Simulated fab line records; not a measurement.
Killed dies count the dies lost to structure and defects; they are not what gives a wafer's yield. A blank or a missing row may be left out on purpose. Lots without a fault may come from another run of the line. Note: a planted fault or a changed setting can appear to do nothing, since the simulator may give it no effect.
fab line records -- flow n5-finfet
record: lots: 3, wafers: 9, last-day: 16
route steps=1938 shown STI_FIN_REVEAL@189 DUMMY_GATE@212 BEOL_M4@1111 PASSIVATION@1936
lots untouched by any fault: they come from a run of this same line in which no faults occurred
start-h: start of the lot's first displayed wafer, in hours after the record's first day -- wait-h: time in hours since the lot's previous step -- " unchanged from the row above -- L1.1+2: one row covering several wafers at once -- - no value, or no start given -- * or withheld: withheld -- < > ~ a bound
route shown NAME@n: names a module that has steps shown in the file, with the first one's number in the route -- usual: mean/standard deviation of fault-free wafers -- same: alike in all rows -- chamber/n: place in a boat -- sites: per-site readings -- _std_site: how widely they spread, as a standard deviation -- _edge_site: inner sites' mean taken away from outer sites' mean -- radius-mm: how far each site lies from the wafer's centre -- mask NAME#n: copy n -- behind: the most recent tool/chamber to have shaped the wafer -- hold: what put the lot on hold/how long, in hours/how the hold closed -- device: the n, p or np transistor that did not switch -- end of line: the route-end tests of the same wafers -- a step given without rows: its recipe and nothing more -- killed: not the wafer's yield, but the dies lost to structure and defects at the first sort -- map: a wafer's dies, marking killed ones x, the rest . and places with no die _
set.NAME: the setting as run; set.NAME@STEP: as run at that earlier step -- model.NAME: the simulator's own value behind a step, which no gauge read
lots seen at some steps along the route; tables by step, rows by wafer
== steps ==
step: N5_STI_FIN_REVEAL_DENSIFY_30
recipe: temp-c: *, time-s: *, ambient: N2, idle-temp-c: 600, ramp-up-c-per-s: 150, ramp-down-c-per-s: 60, cool-to-c: 600
step: N5_STI_FIN_REVEAL_ETCHBACK_08
recipe: chemistry: C4F6/O2, target: SiO2, target-depth-a: 305, time-s: 10.167, ion-energy-ev: 250, pressure-mtorr: 30, source-w: 345, bias-w: 185, Ar_flow_sccm: 300, C4F6_flow_sccm: 10, O2_flow_sccm: 10
step: N5_STI_FIN_REVEAL_STRIP_24
recipe: chemistry: N2/H2, time-s: 90, power-w: 100, temp-c: 40, pressure-mtorr: 100, rf-frequency-hz: 6e+07, bias-power-w: 3, n2-flow-sccm: 300, h2-flow-sccm: 300
step: N5_STI_FIN_REVEAL_PRECLEAN_25
recipe: chemistry: SPM, time-s: 90, temp-c: 120, mix: 4:1
step: N5_STI_FIN_REVEAL_PRECLEAN_26
recipe: chemistry: SC1, time-s: 45, temp-c: 46, mix: 1:2:100
step: N5_STI_FIN_REVEAL_PRECLEAN_29
recipe: chemistry: DHF, time-s: 30, temp-c: 25, dilution: 300:1
step: N5_STI_FIN_REVEAL_SRD_12
recipe: time-s: 30, temp-c: 23, rinse-liquid: diw, dry: ipa-marangoni
step: N5_STI_FIN_REVEAL_RECESS_09
recipe: chemistry: HF/NH3, target: SiO2, afs-cycles: 11, target-depth-a: 425, temp-c: 30, sublimation-temp-c: 180, sublimation-time-s: 60
step: N5_STI_FIN_REVEAL_STRIP_16
recipe: chemistry: H3PO4, material: SiNx, temp-c: 165, target-depth-a: 238, overetch-fraction: 0.4964, dry: ipa-marangoni
step: N5_STI_FIN_REVEAL_PRECLEAN_17
recipe: chemistry: NF3:NH3, afs-cycles: 1, temp-c: 30, time-s: 20, sublimation-temp-c: 180, sublimation-time-s: 60, pressure-torr: 3, rf-power-w: 30
step: N5_STI_FIN_REVEAL_ETCH_34
recipe: chemistry: H2, mode: isotropic, material: Si, target: Si, target-depth-a: 9.7, temp-c: 20, pressure-mtorr: 4.5, icp-w: 300, bias-w: 0, h2-flow-sccm: 7.5, he-flow-sccm: 142.5
step: N5_STI_FIN_REVEAL_OXIDATION_31
recipe: chemistry: O2_PLASMA_REMOTE, temp-c: 150, time-s: 20, pressure-mtorr: 1000, source-power-w: 2000, o2-flow-sccm: 3000
usual: drypump-motor-current-A: 5.9/0.31, heater-power-w: 149/14, o2-flow-sccm: 3003/9.1, rf-fwd-power-W: 1982/7.6, temp-c: 150.01/0.15
lot.wafer,tool,chamber,start-h,wait-h,drypump-motor-current-A,heater-power-w,o2-flow-sccm,rf-fwd-power-W,rf-hours-counter-h,temp-c
L919.2,plasma-asher-02,0,45.36,0.0,6.3,157,2982,1978,80,149.93
L919.5,plasma-asher-02,0,45.36,0.0,6.3,158,3005,1980,-,150.01
L919.6,plasma-asher-02,1,45.36,0.0,5.8,135,2984,1991,-,149.99
L922.1,plasma-asher-02,0,60.94,0.0,6.3,158,3014,1973,83,149.93
L922.3,plasma-asher-02,1,60.94,0.0,5.8,132,3010,1991,-,149.99
L922.6,plasma-asher-02,1,60.94,0.0,5.8,131,3005,1997,-,149.83
L934.2,plasma-asher-02,0,137.23,0.0,6.3,158,3014,-,98,150.20
L934.4,plasma-asher-02,0,137.23,0.0,6.3,158,3012,-,-,150.13
L934.6,plasma-asher-02,1,137.23,0.0,5.8,128,3003,1997,-,150.11
step: N5_STI_FIN_REVEAL_PRECLEAN_32
recipe: chemistry: NF3:NH3, afs-cycles: 1, temp-c: 30, time-s: 20, sublimation-temp-c: 180, sublimation-time-s: 60, pressure-torr: 3, rf-power-w: 30
step: N5_STI_FIN_REVEAL_STRIP_35
recipe: chemistry: H3PO4, material: Si3N4, temp-c: 165, target-depth-a: 40, time-s: 39
step: N5_STI_FIN_REVEAL_SRD_21
recipe: dry: ipa-marangoni, time-s: 30, temp-c: 23, rinse-liquid: diw
step: N5_STI_FIN_REVEAL_OXIDATION_33
recipe: chemistry: O2_PLASMA_REMOTE, temp-c: 150, time-s: 20, pressure-mtorr: 1000, source-power-w: 2000, o2-flow-sccm: 3000
step: N5_STI_FIN_REVEAL_CLEAN_19
recipe: chemistry: O3/DIW, temp-c: 25, time-s: 120, o3-ppm: 10
step: N5_STI_FIN_REVEAL_SRD_23
recipe: dry: ipa-marangoni, time-s: 30, temp-c: 23, rinse-liquid: diw
step: N5_STI_FIN_REVEAL_PRECLEAN_18
recipe: chemistry: SC2, time-s: 45, temp-c: 35, mix: 1:1:50
step: N5_STI_FIN_REVEAL_SRD_28
recipe: dry: ipa-marangoni, time-s: 30, temp-c: 23, rinse-liquid: diw
step: N5_DUMMY_GATE_PRECLEAN_00
recipe: chemistry: O3/DIW, time-s: 60, temp-c: 22, o3-ppm: 10
step: N5_DUMMY_GATE_SRD_01
recipe: time-s: 30, temp-c: 23, rinse-liquid: diw, dry: ipa-marangoni
step: N5_DUMMY_GATE_ALD_02
recipe: material: SiO2, target-thk-a: 20, temp-c: 300, ald-precursor-family: BDEAS, ald-co-reactant: O2-plasma, pulse-time-s: 1, pressure-torr: 2
step: N5_DUMMY_GATE_CVD_03
recipe: material: a-Si, target-thk-a: 1500, temp-c: 530, precursor: SiH4, time-s: 8042
step: N5_DUMMY_GATE_PRECLEAN_46
recipe: chemistry: DIW, time-s: 89.5, temp-c: 23
step: N5_DUMMY_GATE_SRD_47
recipe: dry-time-s: 32, dry: n2-spin, spin-rpm: 1500
step: N5_DUMMY_GATE_CMP_04
recipe: material: a-Si, post-cmp-clean: alkaline-brush
step: N5_DUMMY_GATE_HM_DEP_06
recipe: material: SiNx, target-thk-a: 800, precursor: DCS/NH3, temp-c: 700, pressure-mtorr: 300, time-s: 5141
step: N5_DUMMY_GATE_PECVD_30
recipe: material: SiO2, target-thk-a: 550, temp-c: 400, precursor: TEOS/O2, pressure-torr: 6.5, rf-w: withheld, teos-flow-sccm: withheld, gas: O2, flow-sccm: 2650, time-s: 10.8
step: N5_DUMMY_GATE_COAT_34
recipe: resist: SOC, temp-c: 250, time-s: 60, spin-rpm: 1500, resist-thk-nm: 60
step: N5_DUMMY_GATE_COAT_35
recipe: resist: SiARC, temp-c: 220, time-s: 60, spin-rpm: 1500, resist-thk-nm: 10
step: N5_DUMMY_GATE_COAT_28
recipe: resist: underlayer, temp-c: 205, time-s: 60, spin-rpm: 1500, resist-thk-nm: 10
step: N5_DUMMY_GATE_COAT_09
recipe: resist: CAR-EUV, spin-rpm: 1500, resist-thk-nm: 30
step: N5_DUMMY_GATE_EBR_11
recipe: solvent: PGMEA, ebr-width-mm: 1.5
step: N5_DUMMY_GATE_SOFTBAKE_10
recipe: temp-c: 110, time-s: 60, resist: CAR-EUV
step: N5_DUMMY_GATE_EXPOSE_12
recipe: mask-id: GATE, na: 0.33, source-shape: annular, sigma-inner: 0.2, sigma-outer: 0.6, polarization: unpolarized, target-cd-nm: 25, dose-mj: 34
step: N5_DUMMY_GATE_PEB_13
recipe: peb-temp-c: 100, peb-time-s: 60, resist: CAR-EUV
step: N5_BEOL_M4_RC_MEAS_101
usual: DIBL_N: 35.7/1.5, DIBL_P: 35.7/2, IOFF_N: 0.155/0.026, IOFF_N_85C: 3.0/0.43, IOFF_N_LIN: 0.072/0.0099, IOFF_N_LONG: 5.53e-05/2.5e-06, IOFF_P: 0.20/0.031, IOFF_P_85C: 3.5/0.45, IOFF_P_LIN: 0.096/0.012, ION_N: 675/11, ION_P: 462/7.1, REXT_N: 75.2/1.3, SS_N: 71.3/0.57, SS_P: 73.1/0.56, VT_N: 250/3, VT_N_LONG: 275.1/2.2, VT_N_LVT: 97/3.3, VT_P: -251/3, VT_P_LVT: -98.4/2.9
lot.wafer,tool,chamber,start-h,wait-h,DIBL_N[mV/V],DIBL_P[mV/V],IOFF_N[nA/um],IOFF_N_85C[nA/um],IOFF_N_LIN[nA/um],IOFF_N_LONG[nA/um],IOFF_P[nA/um],IOFF_P_85C[nA/um],IOFF_P_LIN[nA/um],ION_N[uA/um],ION_P[uA/um],REXT_N[ohm.um],SS_N[mV/dec],SS_P[mV/dec],VT_N[mV],VT_N_LONG[mV],VT_N_LVT[mV],VT_P[mV],VT_P_LVT[mV]
L919.2,prober-01,0,185.44,0.2,35.0,33.7,0.139,2.8,0.065,5.76e-05,0.17,3.0,0.085,665,450,73.5,71.1,72.8,254,275.2,98,-255,-99.8
L919.5,prober-01,0,185.44,0.2,38.3,38.5,0.208,3.9,0.090,5.65e-05,0.25,4.2,0.111,685,462,73.8,71.3,73.7,247,276.5,93,-247,-95.1
L919.6,prober-01,0,185.44,0.2,37.4,37.2,0.175,3.4,0.077,5.66e-05,0.23,3.9,0.104,667,460,72.8,71.7,73.2,250,275.0,97,-250,-96.9
L922.1,prober-02,0,198.90,0.0,35.3,33.2,0.147,2.9,0.072,5.65e-05,0.18,3.2,0.088,670,456,77.1,71.3,72.1,249,275.6,96,-253,-99.0
L922.3,prober-02,0,198.90,0.0,35.9,33.9,0.149,2.9,0.073,5.49e-05,0.19,3.4,0.092,681,467,76.1,71.2,73.2,251,275.4,96,-251,-99.5
L922.6,prober-02,0,198.90,0.0,36.7,34.5,0.176,3.4,0.083,5.66e-05,0.21,3.6,0.099,701,469,75.4,72.0,72.5,245,275.4,93,-247,-95.9
L934.2,prober-01,0,277.89,0.2,43.7,44.7,0.376,6.5,0.162,7.01e-05,0.41,6.5,0.179,715,486,70.3,73.0,76.4,238,268.0,84,-242,-89.3
L934.4,prober-01,0,277.89,0.2,42.0,42.5,0.307,5.5,0.140,6.83e-05,0.34,5.6,0.162,707,486,71.2,73.5,75.2,237,269.8,86,-244,-90.3
L934.6,prober-01,0,277.89,0.2,35.7,34.8,0.146,2.9,0.071,5.68e-05,0.19,3.4,0.093,683,464,74.6,72.1,72.7,250,274.3,96,-252,-98.9
step: N5_PASSIVATION_PROBE_49
usual: defect-limited-yield: 91.4/1.5, killed_at_M0_to_M3: 34/10, killed_at_M4_up: 15/6, killed-at-contacts: 12/6, killed-at-front-end: 37/11, killed-at-other: 3.3/2.8, killed-dies: 101/18, killed-open: 66/14, killed-short: 33/7.8, sort_bin_4_leakage: 0/0, sort_bin_5_function: 5.0/0.97, sort_bin_6_memory: 3.2/0.72, sort-n-pass: 1079/18, sort-yield-pct: 91.4/1.5
same: gross-dies: 1180, killed-at-back-side: 0, sort_bin_8_speed[%]: 0
lot.wafer,tool,chamber,start-h,wait-h,defect-limited-yield[%],killed_at_M0_to_M3,killed_at_M4_up,killed-at-contacts,killed-at-front-end,killed-at-other,killed-dies,killed-open,killed-short,sort_bin_4_leakage[%],sort_bin_5_function[%],sort_bin_6_memory[%],sort-n-pass,sort-yield-pct[%]
L919.2,prober-02,-,302.34,0.1,88.6,23,14,19,68,11,135,83,50,0,6.6,4.6,1045,88.6
L919.5,prober-02,-,302.49,0.2,88.0,66,13,24,39,0,142,74,66,0,7.4,4.2,1038,88.0
L919.6,prober-02,-,302.54,0.3,90.1,33,14,14,49,7,117,75,37,0,6.3,3.4,1063,90.1
L922.1,prober-02,-,306.55,0.0,89.4,48,12,16,43,6,125,76,49,0,6.5,3.9,1055,89.4
L922.3,prober-02,-,306.65,0.1,90.8,33,15,16,45,0,109,76,31,0,5.8,3.1,1071,90.8
L922.6,prober-02,-,306.80,0.3,93.3,28,12,20,17,2,79,46,32,0,4.0,2.7,1101,93.3
L934.2,prober-01,-,385.71,0.1,94.2,28,6,7,25,2,68,45,22,7.88,4.0,1.8,1019,86.4
L934.4,prober-01,-,385.81,0.2,94.1,23,12,4,31,0,70,48,22,0.17,3.6,2.0,1108,93.9
L934.6,prober-01,-,385.91,0.3,94.0,15,12,9,35,0,71,47,24,0,3.5,2.4,1109,94.0
killed by level:class
L919.2 FIN_SAQP:geometric-particle:open=22 FIN_SAQP:geometric-particle:short=19 MOL_CONTACT_COAG:geometric-particle:open=13 BEOL_M0_SAQP:geometric-particle:open=8 BEOL_M4:geometric-particle:open=7 MOL_CONTACT_COAG:geometric-particle:short=6 PAD_METAL:geometric-particle:open=6 DUMMY_GATE:geometric-particle:open=5
L919.5 BEOL_M0_SAQP:geometric-particle:short=26 MOL_CONTACT_COAG:geometric-particle:open=19 BEOL_M0_SAQP:geometric-particle:open=16 BEOL_M3:geometric-particle:short=7 FIN_SAQP:geometric-particle:short=6 FIN_SAQP:geometric-particle:open=6 DUMMY_GATE:geometric-particle:open=5 SPACER0:geometric-particle:short=5
L919.6 DUMMY_GATE:geometric-particle:open=12 MOL_CONTACT_COAG:geometric-particle:open=11 BEOL_M0_SAQP:geometric-particle:short=9 FIN_SAQP:geometric-particle:open=8 FIN_SAQP:geometric-particle:short=6 BEOL_M3:geometric-particle:open=5 BEOL_M0_SAQP:geometric-particle:open=5 BEOL_M4:geometric-particle:open=5
L922.1 BEOL_M1:geometric-particle:open=12 STI_FIN_REVEAL:geometric-particle:open=11 MOL_CONTACT_COAG:geometric-particle:open=11 BEOL_M2:geometric-particle:open=10 FIN_SAQP:geometric-particle:open=8 BEOL_M2:geometric-particle:short=8 FIN_SAQP:geometric-particle:short=6 BEOL_M0_SAQP:geometric-particle:open=5
L922.3 MOL_CONTACT_COAG:geometric-particle:open=12 FIN_SAQP:geometric-particle:open=11 STI_FIN_REVEAL:geometric-particle:open=11 BEOL_M2:geometric-particle:open=10 BEOL_M0_SAQP:geometric-particle:short=7 BEOL_M0_SAQP:geometric-particle:open=7 BEOL_M6:geometric-particle:open=5 ILD0:geometric-particle:short=4
L922.6 MOL_CONTACT_COAG:geometric-particle:open=13 MOL_CONTACT_COAG:geometric-particle:short=7 BEOL_M2:geometric-particle:open=6 BEOL_M0:geometric-particle:short=5 STI_FIN_REVEAL:geometric-particle:open=4 BEOL_M0_SAQP:geometric-particle:open=4 BEOL_M2:geometric-particle:short=4 BEOL_M0_SAQP:geometric-particle:short=3
L934.2 BEOL_M0_SAQP:geometric-particle:short=8 BEOL_M0_SAQP:geometric-particle:open=8 MOL_CONTACT_COAG:geometric-particle:open=7 STI_FIN_REVEAL:geometric-particle:open=5 BEOL_M0:geometric-particle:open=5 DUMMY_GATE:geometric-particle:open=4 GATE_CUT:geometric-particle:short=3 BEOL_M5:geometric-particle:open=3
L934.4 STI_FIN_REVEAL:geometric-particle:open=8 BEOL_M0_SAQP:geometric-particle:open=6 FIN_SAQP:geometric-particle:short=5 BEOL_M1:geometric-particle:open=5 MOL_CONTACT_COAG:geometric-particle:open=4 BEOL_M0_SAQP:geometric-particle:short=4 BEOL_M2:geometric-particle:open=4 BEOL_M4:geometric-particle:open=4
L934.6 GATE_CUT:geometric-particle:open=9 MOL_CONTACT_COAG:geometric-particle:open=7 BEOL_M0_SAQP:geometric-particle:short=4 DUMMY_GATE:geometric-particle:open=4 BEOL_M0_SAQP:geometric-particle:open=4 BEOL_M4:geometric-particle:open=4 FIN_SAQP:geometric-particle:short=3 STI_FIN_REVEAL:geometric-particle:open=3
map L934.6 (x killed, . not)
_________________............________________
______________.x...............x_____________
___________...........x............__________
__________.x........x....x....x....._________
________.............................x_______
_______.......................x........______
______...........x......................_____
_____....................................____
____....................xxx.......xx......___
___...........................x.x..........__
___........x......................xx...xxx.__
__..............x...x......................._
__............x..........................x.._
_.......x.....................x...x..........
_......................................x.....
_...........................x............x...
_............................................
_..............................x........x....
_......x...........................x.........
_.......................x....................
_...................x................x....x..
__..........x...........x..................._
__..x..............................x........_
___..x.xx.......x...x............x.........__
___...x..x..............................x.x__
____....................................x.___
_____....x..x........x.x.x...............____
______......x.................x........._____
_______...........x.x..................______
________.....x.............x.........._______
__________...x...............x......_________
___________........................__________
______________..x..............._____________
_________________x...........________________
map L919.5 (x killed, . not)
_________________.....x..x..x________________
______________...x...x.........._____________
___________.x......................__________
__________.x.....x....x.....x......._________
________.............................._______
_______.x.xx.....x..x...............x..______
______......x.x...................x....._____
_____.........x...x................xxx...____
____.................x....................___
___.....x..........................xx......__
___...x....x.x...xx.x...x...............x..__
__............x.x.................x........x_
__..x............x...............x...x..x..._
_........x.....x.x........x....x...x....xx...
_.........x......x............x..x..x...xx...
_......xx.x.............x................xx..
_xx..............xx..............x...........
_....................................xx......
_.....x.x.x.............x.x.........x........
_.x..x.......................................
_....x..........xx........x....x....x...x....
__...xxx.x...x....xx....x..........x....x.x._
__..............x.x.x...x.....x......x......_
___.x.x.....x..................x.x.......x.__
___.............x...x..x..........x........__
____x.................x...............x..x___
_____.........x...x...........x..........____
______x..xx.............x.x..x.......x.._____
_______x.x...x.........................______
________.......x.x.......x............_______
__________...........x.............._________
___________.x................x...x.__________
______________.......x.........._____________
_________________...xx.......________________
== key ==
first-sign: step: N5_BEOL_M4_RC_MEAS_101, reading: IOFF_N_LIN, direction: up, sigmas: 8, usual: 0.072, struck: 0.151
effect: step: N5_BEOL_M4_RC_MEAS_101, reading: IOFF_N, direction: up, sigmas: 7.2, usual: 0.155, struck: 0.342
effect: step: N5_BEOL_M4_RC_MEAS_101, reading: IOFF_N_85C, direction: up, sigmas: 6.9, usual: 3.0, struck: 6.0
effect: step: N5_BEOL_M4_RC_MEAS_101, reading: IOFF_P_LIN, direction: up, sigmas: 6.4, usual: 0.096, struck: 0.171
effect: step: N5_BEOL_M4_RC_MEAS_101, reading: IOFF_P, direction: up, sigmas: 5.7, usual: 0.20, struck: 0.38
effect: step: N5_BEOL_M4_RC_MEAS_101, reading: IOFF_P_85C, direction: up, sigmas: 5.5, usual: 3.5, struck: 6.0
effect: step: N5_BEOL_M4_RC_MEAS_101, reading: IOFF_N_LONG, direction: up, sigmas: 5.5, usual: 5.53e-05, struck: 6.92e-05
effect: step: N5_BEOL_M4_RC_MEAS_101, reading: SS_P, direction: up, sigmas: 4.9, usual: 73.1, struck: 75.8
effect: step: N5_BEOL_M4_RC_MEAS_101, reading: DIBL_N, direction: up, sigmas: 4.6, usual: 35.7, struck: 42.9
effect: step: N5_BEOL_M4_RC_MEAS_101, reading: VT_N, direction: down, sigmas: 4.1, usual: 250, struck: 237
effect: step: N5_BEOL_M4_RC_MEAS_101, reading: DIBL_P, direction: up, sigmas: 4, usual: 35.7, struck: 43.6
effect: step: N5_BEOL_M4_RC_MEAS_101, reading: VT_N_LVT, direction: down, sigmas: 3.8, usual: 97, struck: 85
effect: step: N5_PASSIVATION_PROBE_49, reading: sort_bin_4_leakage, direction: up, sigmas: 48, usual: 0, struck: 4.03
met-at N5_STI_FIN_REVEAL_OXIDATION_31
struck-wafers L934.2,L934.4
onset-between 60.94 137.23
fault: kind: process-parameter-drift, tool: plasma-asher-02, chamber: 0, onset-h: 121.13, steps: N5_STI_FIN_REVEAL_OXIDATION_31, channel: time-s, offset: *, shape: step, acts-in: *, stated: *
